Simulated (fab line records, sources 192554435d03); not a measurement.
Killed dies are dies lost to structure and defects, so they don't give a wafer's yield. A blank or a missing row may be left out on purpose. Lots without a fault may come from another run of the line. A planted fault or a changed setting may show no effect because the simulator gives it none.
A struck lot beside a sound one | flow n5_finfet | 27 steps out of a route of 1938
Sound: wafers L762.1, L762.3, L762.5. Struck: wafers L773.1, L773.4, L773.5. The cause comes at the end.
At each step with rows: each side's tool, then ch and its chambers, then its first start. Under that, the readings that differ: sound wafers | struck wafers | difference of the means | sigmas: that difference in standard deviations of wafers without a fault.
alike: readings whose means differ by less than 2 such deviations, and words and numbers that are the same on both sides. not compared: withheld readings, readings that some wafer has no value for, bounds like >300 that may hide the same value, and numbers for which the record gives no deviation and whose values overlap.
The two part at a step that has a row with sigmas, a row that says differs or no value, or rows on one side only. Numbers that don't overlap but have no deviation are shown without sigmas and don't part them. A reading that every wafer of one side lacks parts them only if that side has two wafers or more.

first, 9 steps without rows for these wafers: N5_BEOL_M0_SAQP_COAT_87 (time 60 s, resist thk 5 nm); N5_BEOL_M0_SAQP_COAT_34 (resist thk 30 nm); N5_BEOL_M0_SAQP_EBR_36; N5_BEOL_M0_SAQP_SOFTBAKE_35 (time 60 s); N5_BEOL_M0_SAQP_EXPOSE_37 (exposes mask M0 CUT1, target cd 30 nm); N5_BEOL_M0_SAQP_PEB_38 (peb time 60 s); N5_BEOL_M0_SAQP_DEVELOP_39 (develop time 30 s); N5_BEOL_M0_SAQP_DESCUM_45 (chemistry O2, time 7 s); N5_BEOL_M0_SAQP_ETCH_88 (etches underlayer in N2/H2, target depth 6.5 nm, time 5.2 s).
N5_BEOL_M0_SAQP_ETCH_73: etches SiARC in CF4, target depth 19.5 nm, time 32.5 s.
  sound on rie_diel-03 ch 0,1, day 6 19:27; struck on rie_diel-03 ch 0,1,3, day 9 13:08
  alike: bias_w, drypump_motor_current_A, etch_rf_on_time_s, oes_product_au, rf_vpp_V, showerhead_plenum_p_Torr, throttle_valve_pct
  not compared: rf_hours_counter_h
then, 13 steps without rows for these wafers: N5_BEOL_M0_SAQP_CUT_ETCH_46 (etches SOC in N2/H2, target depth 135 nm, overetch 27 nm, time 202.5 s); N5_BEOL_M0_SAQP_STRIP_74 (strips in N2/H2); N5_BEOL_M0_SAQP_STRIP_89 (strips in N2/H2); N5_BEOL_M0_SAQP_ALD_48 (deposits SiO2, target thk 20 nm, pulse time 1 s, co reactant pulse time 1 s); N5_BEOL_M0_SAQP_ETCH_49 (etches SiO2 in CF4/O2, target depth 37 nm); N5_BEOL_M0_SAQP_STRIP_75 (strips in CF4); N5_BEOL_M0_CUTY_COAT_50 (time 60 s, resist thk 15 nm); N5_BEOL_M0_CUTY_COAT_51 (resist thk 150 nm); N5_BEOL_M0_CUTY_EBR_52; N5_BEOL_M0_CUTY_SOFTBAKE_53 (time 60 s); N5_BEOL_M0_CUTY_EXPOSE_54 (exposes mask M0 ABLK); N5_BEOL_M0_CUTY_PEB_55 (peb time 60 s); N5_BEOL_M0_CUTY_DEVELOP_56 (develop time 30 s).
N5_BEOL_M0_CUTY_INSPECT_59: inspects for defects (macro).
  sound on defect_inspect-02, day 6 21:03; struck on defect_inspect-02, day 9 14:19
  reading          | sound | struck         | difference | sigmas
  raw_defect_count | 2 2 2 | >300 >300 >300 | differs    |
then, 1 step without rows for these wafers: N5_BEOL_M0_CUTY_DESCUM_61 (chemistry O2, time 7.9 s).
N5_BEOL_M4_RC_MEAS_101:
  sound on prober-01 ch 0, day 8 17:24; struck on prober-02 ch 0, day 11 07:36
  alike: DIBL_N, DIBL_P, IOFF_N, IOFF_P, ION_N, ION_P, SS_N, SS_P, VT_N, VT_P
-- the record jumps here: 4 days lie between the struck wafers' starts before and after (it left off in module BEOL_M4 and takes up again in module PASSIVATION, whose first step shown is number 1936 of the route) --
N5_PASSIVATION_PROBE_49:
  sound on prober-01, day 12 19:46; struck on prober-02, day 15 09:59
  reading                  | sound          | struck         | difference | sigmas
  defect_limited_yield (%) | 91.2 90.9 90.7 | 86.0 83.7 83.1 | -6.7       | -5
  killed_at_M0_to_M3       | 44 38 43       | 64 107 126     | +57        | +6
  killed_at_M4_up          | 2 6 17         | 21 22 17       | +12        | +2
  killed_dies              | 104 107 110    | 165 192 199    | +78        | +5
  killed_on_rim            | 10 14 17       | 28 29 14       | +10        | +3
  sort_bin_5_function (%)  | 5.8 5.6 5.3    | 9.5 10.0 10.2  | +4.3       | +5
  sort_bin_6_memory (%)    | 2.8 3.1 3.7    | 4.0 5.2 5.4    | +1.7       | +3
  sort_n_pass              | 1076 1073 1070 | 1015 988 981   | -78        | -5
  sort_yield_pct (%)       | 91.2 90.9 90.7 | 86.0 83.7 83.1 | -6.7       | -5
  alike: killed_at_contacts, killed_at_front_end, killed_at_other, killed_open, killed_short

WHERE THEY PART
First at N5_BEOL_M0_CUTY_INSPECT_59; last, within this record, at N5_PASSIVATION_PROBE_49.

WHY: what the simulator had put in
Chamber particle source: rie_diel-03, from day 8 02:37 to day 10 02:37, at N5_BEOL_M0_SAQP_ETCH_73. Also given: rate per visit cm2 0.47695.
